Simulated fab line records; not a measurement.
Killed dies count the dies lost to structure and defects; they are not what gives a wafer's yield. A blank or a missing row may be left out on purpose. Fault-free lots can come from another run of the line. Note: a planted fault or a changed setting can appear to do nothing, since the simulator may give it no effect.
Matching of chambers || flow n5-finfet || pecvd-01 running N5_BEOL_M1_PECVD_72: 3 sister chambers
The step deposits SiO2 from TEOS/O2, target thk 16 nm, time 18 s. 6 wafers are shown with their chamber, then 9 later ones without.

WAFERS WITH THEIR CHAMBER
{"wafer": "L081.5", "chamber": 2, "showerhead-plenum-p-Torr (Torr)": 8.75, "heater-power-w (W)": 687}
{"wafer": "L083.4", "chamber": 0, "showerhead-plenum-p-Torr (Torr)": 8.73, "heater-power-w (W)": 997}
{"wafer": "L083.6", "chamber": 1, "showerhead-plenum-p-Torr (Torr)": 8.82, "heater-power-w (W)": 535}
{"wafer": "L087.1", "chamber": 1, "showerhead-plenum-p-Torr (Torr)": 8.83, "heater-power-w (W)": 484}
{"wafer": "L087.3", "chamber": 2, "showerhead-plenum-p-Torr (Torr)": 8.76, "heater-power-w (W)": 674}
{"wafer": "L087.5", "chamber": 0, "showerhead-plenum-p-Torr (Torr)": 8.75, "heater-power-w (W)": 914}

WAFERS WITH NO CHAMBER GIVEN
{"wafer": "L092.1", "showerhead-plenum-p-Torr (Torr)": 8.84, "heater-power-w (W)": 476}
{"wafer": "L092.2", "showerhead-plenum-p-Torr (Torr)": 8.76, "heater-power-w (W)": 563}
{"wafer": "L092.3", "showerhead-plenum-p-Torr (Torr)": 8.76, "heater-power-w (W)": 975}
{"wafer": "L096.3", "showerhead-plenum-p-Torr (Torr)": 8.74, "heater-power-w (W)": 890}
{"wafer": "L096.5", "showerhead-plenum-p-Torr (Torr)": 8.73, "heater-power-w (W)": 887}
{"wafer": "L096.6", "showerhead-plenum-p-Torr (Torr)": 8.84, "heater-power-w (W)": 489}
{"wafer": "L097.2", "showerhead-plenum-p-Torr (Torr)": 8.76, "heater-power-w (W)": 578}
{"wafer": "L097.3", "showerhead-plenum-p-Torr (Torr)": 8.85, "heater-power-w (W)": 444}
{"wafer": "L097.5", "showerhead-plenum-p-Torr (Torr)": 8.74, "heater-power-w (W)": 904}

CHAMBER TAKEN BY EACH
{"wafer": "L092.1", "from the rows above": 1, "in truth": 1}
{"wafer": "L092.2", "from the rows above": 2, "in truth": 2}
{"wafer": "L092.3", "from the rows above": 0, "in truth": 0}
{"wafer": "L096.3", "from the rows above": 0, "in truth": 0}
{"wafer": "L096.5", "from the rows above": 0, "in truth": 0}
{"wafer": "L096.6", "from the rows above": 1, "in truth": 1}
{"wafer": "L097.2", "from the rows above": 2, "in truth": 2}
{"wafer": "L097.3", "from the rows above": 1, "in truth": 1}
{"wafer": "L097.5", "from the rows above": 0, "in truth": 0}
Correct placement for 9 of the 9. Not placeable from these rows: 0. Number placed wrongly: 0.
How it was worked out, from the rows above alone: a wafer's distance from a chamber is the root of the sum, over the readings, of the square of ((its reading less the chamber's mean) divided by the reading's scatter). If the next closest chamber is less than 2 further off than the closest, the wafer can't be placed; otherwise it belongs to the closest. A chamber's mean is the mean of its shown wafers. The scatter: the root of (the sum of the squares of (reading less its chamber's mean) over the shown wafers, divided by (wafers less chambers)).
